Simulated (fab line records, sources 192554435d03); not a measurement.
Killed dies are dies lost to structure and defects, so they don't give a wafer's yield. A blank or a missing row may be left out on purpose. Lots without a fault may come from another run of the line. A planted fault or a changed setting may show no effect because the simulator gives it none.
Which tool did it? | flow n5_finfet | 10 lots, 30 wafers sampled, at 5 steps of a route of 1938

WHAT THE GAUGES READ, wafer by wafer
N5_BEOL_M4_RS_MEAS_58: measures by four-point-probe. Usual: M4_RS 0.671 ohm/sq, standard deviation 0.025.
lot  | measured     | on            | M4_RS (ohm/sq)    | flag
L228 | day 8 12:28  | film_metro-01 | 0.649 0.662 0.670 |
L229 | day 8 12:33  | film_metro-01 | 0.687 0.641 0.667 |
L231 | day 8 20:37  | film_metro-01 | 0.659 0.621 0.635 |
L236 | day 10 23:10 | film_metro-01 | 0.711 0.675 0.704 |
L237 | day 11 06:32 | film_metro-01 | 0.692 0.661 0.668 |
L239 | day 11 22:39 | film_metro-02 | 0.672 0.682 0.676 |
L242 | day 12 06:23 | film_metro-02 | 0.704 0.688 0.693 |
L243 | day 12 17:10 | film_metro-01 | 0.651 0.629 0.618 |
L244 | day 13 03:13 | film_metro-02 | 0.684 0.677 0.655 |
L248 | day 13 11:25 | film_metro-01 | 0.643 0.648 0.670 |

N5_BEOL_M4_RC_MEAS_101. Usual: DIBL_N 36.0 mV/V, standard deviation 1.4; DIBL_P 36.1 mV/V, standard deviation 1.4; IOFF_N 0.153 nA/um, standard deviation 0.02; IOFF_P 0.211 nA/um, standard deviation 0.026; IOFF_P_85C 3.7 nA/um, standard deviation 0.39; IOFF_P_LIN 0.101 nA/um, standard deviation 0.01; IOFF_P_LONG 0.000107 nA/um, standard deviation 8.3e-06; ION_N 673 uA/um, standard deviation 8.7; ION_P 463 uA/um, standard deviation 6.7; SS_N 71.5 mV/dec, standard deviation 0.5; SS_P 73.3 mV/dec, standard deviation 0.54; VT_N 250.1 mV, standard deviation 2.4; VT_N_LVT 98.6 mV, standard deviation 2.4; VT_P -250.2 mV, standard deviation 2.9; VT_P_LONG -275.1 mV, standard deviation 2.5.
lot  | measured     | on        | DIBL_N (mV/V)  | DIBL_P (mV/V)  | IOFF_N (nA/um)    | IOFF_P (nA/um)    | IOFF_P_85C (nA/um) | IOFF_P_LIN (nA/um) | IOFF_P_LONG (nA/um)        | ION_N (uA/um) | ION_P (uA/um) | SS_N (mV/dec)  | SS_P (mV/dec)  | VT_N (mV)         | VT_N_LVT (mV)     | VT_P (mV)            | VT_P_LONG (mV)       | flag
L228 | day 8 12:31  | prober-02 | 35.0 34.5 35.7 | 36.0 34.9 36.5 | 0.147 0.134 0.149 | 0.215 0.201 0.231 | 3.7 3.4 3.9        | 0.102 0.098 0.107  | 0.000112 0.000112 0.000116 | 681 671 675   | 478 469 472   | 70.4 71.1 71.2 | 72.5 72.2 72.7 | 248.7 251.1 250.3 | 95.5 96.6 97.8    | -247.8 -247.9 -247.5 | -274.1 -274.8 -274.5 |
L229 | day 8 12:46  | prober-01 | 36.9 34.7 35.8 | 35.7 33.8 34.9 | 0.169 0.130 0.143 | 0.195 0.173 0.187 | 3.5 3.1 3.4        | 0.094 0.087 0.093  | 9.9e-05 9.8e-05 0.0001     | 674 668 673   | 459 460 456   | 72.0 71.6 71.6 | 73.6 72.5 73.9 | 250.0 255.9 253.5 | 99.7 104.1 101.7  | -252.6 -253.0 -253.9 | -276.9 -276.6 -278.5 |
L231 | day 8 20:49  | prober-01 | 38.0 37.3 37.5 | 35.9 34.0 34.4 | 0.154 0.138 0.139 | 0.196 0.168 0.178 | 3.4 3.1 3.2        | 0.093 0.083 0.085  | 9.7e-05 9.4e-05 9.8e-05    | 667 668 671   | 454 448 457   | 71.5 71.7 71.3 | 73.9 72.9 73.1 | 250.2 249.0 252.9 | 98.6 99.6 100.0   | -250.9 -253.1 -254.4 | -277.0 -279.9 -278.8 |
L236 | day 10 23:22 | prober-01 | 37.4 36.4 38.7 | 38.2 36.8 39.7 | 0.177 0.162 0.215 | 0.241 0.219 0.275 | 4.1 3.8 4.6        | 0.112 0.104 0.123  | 0.000112 0.000113 0.000113 | 680 678 690   | 465 466 469   | 72.0 71.5 72.2 | 73.2 72.6 73.7 | 249.7 248.2 247.5 | 97.5 97.6 94.5    | -247.3 -247.1 -246.1 | -273.5 -275.3 -274.9 |
L237 | day 11 06:45 | prober-01 | 34.6 34.2 35.7 | 35.7 35.0 36.7 | 0.140 0.127 0.151 | 0.202 0.192 0.220 | 3.5 3.4 3.8        | 0.099 0.096 0.106  | 0.00011 0.000107 0.000107  | 667 671 683   | 464 464 470   | 71.3 70.6 72.0 | 73.1 73.6 73.2 | 250.4 252.5 249.6 | 99.2 100.1 97.8   | -249.8 -248.7 -248.1 | -274.0 -274.0 -271.8 |
L239 | day 11 22:42 | prober-02 | 33.7 34.2 36.5 | 35.3 35.4 38.1 | 0.126 0.141 0.173 | 0.196 0.199 0.238 | 3.4 3.5 4.0        | 0.094 0.097 0.108  | 0.000108 0.000108 0.000107 | 657 685 681   | 457 462 470   | 71.5 71.2 72.2 | 73.2 73.5 73.6 | 254.5 253.0 249.7 | 103.8 102.0 99.3  | -250.8 -251.9 -248.4 | -276.5 -273.4 -275.0 |
L242 | day 12 07:57 | prober-02 | 38.1 35.8 36.0 | 38.3 35.9 36.6 | 0.197 0.165 0.167 | 4.389 3.621 3.738 | 44.6 38.1 39.1     | 1.929 1.697 1.710  | 0.001454 0.001472 0.001407 | 691 683 679   | 576 583 578   | 72.3 72.1 71.6 | 74.0 73.4 73.6 | 248.2 246.7 246.9 | 175.1 176.3 176.2 | -166.7 -171.5 -170.7 | -195.4 -196.7 -195.7 | OFF
L243 | day 12 17:44 | prober-02 | 37.4 36.6 37.2 | 36.2 36.2 36.1 | 0.142 0.143 0.146 | 0.193 0.192 0.205 | 3.4 3.4 3.5        | 0.092 0.092 0.097  | 9.8e-05 0.000102 9.8e-05   | 664 672 671   | 460 464 463   | 71.4 71.6 71.2 | 73.1 73.2 72.9 | 251.9 251.8 252.6 | 99.6 99.1 98.7    | -249.8 -251.3 -251.0 | -277.4 -275.6 -275.4 |
L244 | day 13 03:16 | prober-01 | 37.0 36.8 36.0 | 36.9 36.3 35.9 | 0.184 0.175 0.165 | 0.281 0.255 0.241 | 4.8 4.4 4.2        | 0.132 0.123 0.117  | 0.000135 0.000136 0.000129 | 697 691 681   | 482 478 467   | 71.4 71.3 71.2 | 73.5 73.3 73.2 | 244.1 244.7 248.3 | 94.5 97.1 97.4    | -239.9 -242.6 -243.3 | -269.7 -266.2 -268.8 | OFF
L248 | day 13 11:46 | prober-01 | 36.4 35.9 36.6 | 37.7 36.6 37.7 | 0.149 0.147 0.155 | 3.365 0.201 3.359 | 37.9 3.6 37.3      | 1.634 0.100 1.618  | 0.001371 0.000108 0.001371 | 674 670 676   | 575 463 575   | 71.7 72.0 71.9 | 73.7 72.8 73.6 | 251.9 250.3 248.7 | 177.8 100.4 176.3 | -173.3 -251.4 -173.8 | -195.4 -276.1 -196.3 | OFF

WHICH TOOL RAN EACH LOT (tool, then ch and the chambers of the sampled wafers, then the start)
lot  | N5_HKMG_FIN_ALD_74              | N5_BEOL_M4_ANNEAL_95         | N5_BEOL_M4_CO_CAP_55
L228 | ald_hk-01 ch 0,2,3, day 3 22:46 | pvd_sputter-01, day 8 11:16  | cvd_co-02 ch 0,2, day 8 12:17
L229 | ald_hk-02 ch 1,2,3, day 4 03:57 | pvd_sputter-02, day 8 11:22  | cvd_co-01 ch 0,1, day 8 12:22
L231 | ald_hk-01 ch 1,2,3, day 4 16:29 | pvd_sputter-01, day 8 19:24  | cvd_co-01 ch 0,2, day 8 20:25
L236 | ald_hk-01 ch 1,2, day 5 23:23   | pvd_sputter-02, day 10 21:27 | cvd_co-01 ch 1,2, day 10 22:59
L237 | ald_hk-01 ch 0,1,2, day 6 05:19 | pvd_sputter-03, day 11 05:22 | cvd_co-02 ch 0,1,2, day 11 06:22
L239 | ald_hk-01 ch 1,2,3, day 6 17:28 | pvd_sputter-01, day 11 21:27 | cvd_co-02 ch 0,1,2, day 11 22:27
L242 | ald_hk-01 ch 0,1,2, day 7 11:56 | pvd_sputter-02, day 12 05:12 | cvd_co-01 ch 0,1,2, day 12 06:12
L243 | ald_hk-02 ch 0,1,3, day 7 17:27 | pvd_sputter-01, day 12 15:58 | cvd_co-02 ch 0,2, day 12 16:59
L244 | ald_hk-02 ch 0,2,3, day 7 22:37 | pvd_sputter-03, day 13 01:54 | cvd_co-02 ch 0,1,2, day 13 03:02
L248 | ald_hk-01 ch 1,3, day 8 23:59   | pvd_sputter-02, day 13 10:10 | cvd_co-01 ch 0,1, day 13 11:14
- N5_HKMG_FIN_ALD_74: deposits La2O3, target thk 0.5 nm, pulse time 6 s, co reactant pulse time 1 s.
- N5_BEOL_M4_ANNEAL_95: time 240 s.
- N5_BEOL_M4_CO_CAP_55: material Co, precursor CCTBA/H2, target thk 2 nm, time 102.1 s.

WHAT THE TOOLS THEMSELVES READ (means of the sampled wafers that have a number; where no wafer has one, the mark that the record gives instead)
N5_HKMG_FIN_ALD_74. Usual: heater_power_w 365 W, standard deviation 29; precursor_pulse_height_rel 1.001, standard deviation 0.018.
lot  | tool      | heater_power_w (W) | precursor_pulse_height_rel | flag
L228 | ald_hk-01 | 347                | 0.997                      |
L229 | ald_hk-02 | 376                | 0.982                      |
L231 | ald_hk-01 | 339                | 0.984                      |
L236 | ald_hk-01 | 331                | 1.024                      |
L237 | ald_hk-01 | 345                | 1.005                      |
L239 | ald_hk-01 | 340                | 1.001                      |
L242 | ald_hk-01 | 344                | 0.995                      |
L243 | ald_hk-02 | 383                | 0.985                      |
L244 | ald_hk-02 | 367                | 1.007                      |
L248 | ald_hk-01 | 338                | 1.006                      |

N5_BEOL_M4_ANNEAL_95. Usual: heater_power_w 807 W, standard deviation 52.
lot  | tool           | heater_power_w (W) | flag
L228 | pvd_sputter-01 | 836                |
L229 | pvd_sputter-02 | 807                |
L231 | pvd_sputter-01 | 806                |
L236 | pvd_sputter-02 | 812                |
L237 | pvd_sputter-03 | 780                |
L239 | pvd_sputter-01 | 831                |
L242 | pvd_sputter-02 | 797                |
L243 | pvd_sputter-01 | 816                |
L244 | pvd_sputter-03 | 807                |
L248 | pvd_sputter-02 | 791                |

N5_BEOL_M4_CO_CAP_55. Usual: heater_power_w 239 W, standard deviation 18.
lot  | tool      | heater_power_w (W) | flag
L228 | cvd_co-02 | 235                |
L229 | cvd_co-01 | 239                |
L231 | cvd_co-01 | 243                |
L236 | cvd_co-01 | 261                |
L237 | cvd_co-02 | 231                |
L239 | cvd_co-02 | 230                |
L242 | cvd_co-01 | 244                |
L243 | cvd_co-02 | 239                |
L244 | cvd_co-02 | 226                |
L248 | cvd_co-01 | 240                |

THE ANSWER, worked out from the rows above alone
Rule: a lot is off if the mean of its wafers that have a number lies more than 3 standard deviations from the usual mean. A lot without any number at a reading at which 4 lots or more have one is off too. The other lots that the step has rows for count as sound. The gauges are gone through in route order, then the tools' own readings, and for those a lot's mean is taken as printed above. The first step at which some lot is off is used, and at that step the reading that is off furthest; a lot without a number counts as furthest.
Off: L242, L248, at N5_BEOL_M4_RC_MEAS_101 (IOFF_P_LIN).
A tool fits if, at a process step before that reading, it ran every lot that is off, and no sound lot after the first of them. The gauges at N5_BEOL_M4_RC_MEAS_101 are tried like those tools. Can't be told from this: 3 tools fit, ald_hk-01 at N5_HKMG_FIN_ALD_74, pvd_sputter-02 at N5_BEOL_M4_ANNEAL_95, cvd_co-01 at N5_BEOL_M4_CO_CAP_55.

WHAT THE SIMULATOR HAD PUT IN
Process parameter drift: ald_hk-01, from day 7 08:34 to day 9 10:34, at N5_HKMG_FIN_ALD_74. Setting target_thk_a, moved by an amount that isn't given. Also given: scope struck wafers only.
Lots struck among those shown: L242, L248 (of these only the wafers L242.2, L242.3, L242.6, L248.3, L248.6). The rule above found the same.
